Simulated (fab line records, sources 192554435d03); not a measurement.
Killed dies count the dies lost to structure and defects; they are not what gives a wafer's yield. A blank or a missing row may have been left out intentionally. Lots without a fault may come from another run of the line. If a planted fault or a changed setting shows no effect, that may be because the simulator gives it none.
Split-lot experiment + flow n5 finfet + route with 1938 steps; 7 lots, 39 wafers read

== ABOUT THE SPLIT ==
At N5_BEOL_M7_DEP_56 (deposits SiCN from 3MS/NH3, target thk 10 nm, time 17.5 s), the setting target thk a was moved away from the recipe's 100 angstrom on 12 of the 39 wafers read, by +32.1% to +57.9%. All remaining wafers had this setting at the recipe value.

The reading comes from the split's own step.

== THE READING ==
SiCN_of_BEOL_M7_DEP_56.thk nm (the simulator's own value, which no gauge read), in nm, at N5_BEOL_M7_DEP_56 (deposits SiCN from 3MS/NH3, target thk 10 nm, time 17.5 s). The file does not state a usual value for it. Average 10.1 nm, standard deviation 0.16 nm, over the 27 wafers here run with the recipe.

| wafer  | tool, chamber at the split | target thk a as run, angstrom | against the recipe | SiCN_of_BEOL_M7_DEP_56.thk nm, nm | against lot-mates on the recipe |
|--------|----------------------------|-------------------------------|--------------------|-----------------------------------|---------------------------------|
| L075.1 | pecvd-03, 1,0,0,1          | 100                           | recipe             | 10                                | -                               |
| L075.2 | pecvd-03, 1,0,0,1          | 100                           | recipe             | 10                                | -                               |
| L075.5 | pecvd-03, 1,0,0,1          | 100                           | recipe             | 10                                | -                               |
| L075.6 | pecvd-03, 1,0,0,1          | 100                           | recipe             | 10                                | -                               |
| L075.3 | pecvd-03, 0,1              | 100                           | recipe             | 10.2                              | -                               |
| L075.4 | pecvd-03, 0,1              | 100                           | recipe             | 10.2                              | -                               |
| L076.1 | pecvd-02, 2,0,0            | 100                           | recipe             | 10                                | -                               |
| L076.2 | pecvd-02, 2,0,0            | 100                           | recipe             | 10                                | -                               |
| L076.5 | pecvd-02, 2,0,0            | 100                           | recipe             | 10                                | -                               |
| L076.3 | pecvd-02, 1                | 156.5                         | +56.5%             | 15.4                              | +5.4                            |
| L076.4 | pecvd-02, 2,1              | 156.5                         | +56.5%             | 15.6                              | +5.6                            |
| L076.6 | pecvd-02, 2,1              | 156.5                         | +56.5%             | 15.6                              | +5.6                            |
| L078.1 | pecvd-02, 0                | 100                           | recipe             | 9.6                               | -                               |
| L078.2 | pecvd-02, 2,1              | 132.1                         | +32.1%             | 12.8                              | +3.0                            |
| L078.3 | pecvd-02, 2,1              | 132.1                         | +32.1%             | 12.8                              | +3.0                            |
| L078.4 | pecvd-02, 2                | 132.1                         | +32.1%             | 13                                | +3.2                            |
| L078.5 | pecvd-02, 1                | 100                           | recipe             | 9.8                               | -                               |
| L078.6 | pecvd-02, 0                | 100                           | recipe             | 10                                | -                               |
| L082.1 | pecvd-03, 1                | 100                           | recipe             | 10                                | -                               |
| L082.2 | pecvd-03, 0,2              | 150.6                         | +50.6%             | 15.2                              | +4.9                            |
| L082.3 | pecvd-03, 0,2              | 150.6                         | +50.6%             | 15.2                              | +4.9                            |
| L082.4 | pecvd-03, 2,0              | 100                           | recipe             | 10.4                              | -                               |
| L082.5 | pecvd-03, 2,0              | 100                           | recipe             | 10.4                              | -                               |
| L082.6 | pecvd-03, 1                | 150.6                         | +50.6%             | 15                                | +4.7                            |
| L089.1 | pecvd-01, 2,0,2            | 100                           | recipe             | 10                                | -                               |
| L089.2 | pecvd-01, 2,0,2            | 100                           | recipe             | 10                                | -                               |
| L089.6 | pecvd-01, 2,0,2            | 100                           | recipe             | 10                                | -                               |
| L089.3 | pecvd-01, 1                | 157.9                         | +57.9%             | 15.4                              | +5.4                            |
| L089.4 | pecvd-01, 0                | 157.9                         | +57.9%             | 15.8                              | +5.8                            |
| L089.5 | pecvd-01, 1                | 157.9                         | +57.9%             | 15.6                              | +5.6                            |
| L092.1 | pecvd-03, 2                | 100                           | recipe             | 10.2                              | -                               |
| L092.3 | pecvd-03, 2                | 100                           | recipe             | 10.2                              | -                               |
| L092.5 | pecvd-03, 2                | 100                           | recipe             | 10.2                              | -                               |
| L093.1 | pecvd-03, 0,1,2,1          | 100                           | recipe             | 10                                | -                               |
| L093.2 | pecvd-03, 0,1,2,1          | 100                           | recipe             | 10                                | -                               |
| L093.3 | pecvd-03, 0,1,2,1          | 100                           | recipe             | 10                                | -                               |
| L093.6 | pecvd-03, 0,1,2,1          | 100                           | recipe             | 10                                | -                               |
| L093.4 | pecvd-03, 2,0              | 100                           | recipe             | 10.2                              | -                               |
| L093.5 | pecvd-03, 2,0              | 100                           | recipe             | 10.2                              | -                               |
Rows listing several chambers each stand for several wafers; the file does not say which wafer went through which chamber.

THE FIT
A straight line over all 39 wafers: SiCN_of_BEOL_M7_DEP_56.thk nm changes by +0.0966 nm for each +1% of target thk a; r = +1.00; the points scatter about the line by 0.18 nm.
The same after taking each lot's own level away (the mean of its wafers on the recipe; 39 wafers): +0.0969 nm for each +1%; r = +1.00; scatter 0.11 nm.
Per that fit: largest target thk a move, reading shift of 5.6 nm.
The span of the lots' own levels, 9.80 to 10.27 nm, comes to 2.9 times the standard deviation stated above.
The two slopes agree, so the slope changes little with the lot-to-lot level.
Check: with one of the wafers moved furthest among these (+57.9%) left out of the fit, the line predicts +5.63 nm for it against its lot-mates. It came out at +5.4 nm against them.

== OTHER SPLITS ON THESE WAFERS ==
Note: prior to the reading, these wafers also went through further splits. Each is held against what the fit with the lots' levels taken away leaves over:
| other split on the same wafers                    | wafers away from the commonest value | r with SiCN_of_BEOL_M7_DEP_56.thk nm (lot level and that fit taken away) |
|---------------------------------------------------|--------------------------------------|--------------------------------------------------------------------------|
| N5_PMOS_HMC_CHANNEL_EPI_DEVELOP_08 develop time s | 18                                   | -0.16                                                                    |
| N5_FIN_SAQP_DESCUM_21 time s                      | 12                                   | -0.33                                                                    |
| N5_SD_EPI_N_EPI_21 epi growth time s              | 9                                    | -0.23                                                                    |
| N5_MOL_CONTACT_COAG_ALD_27 time s                 | 18                                   | +0.12                                                                    |
| N5_BEOL_M6_ALD_77 ald cycles                      | 9                                    | +0.25                                                                    |

== FILE'S OWN FIT ==
SiCN_of_BEOL_M7_DEP_56.thk nm changes by +0.0968 nm for each +1% of target thk a, r = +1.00.
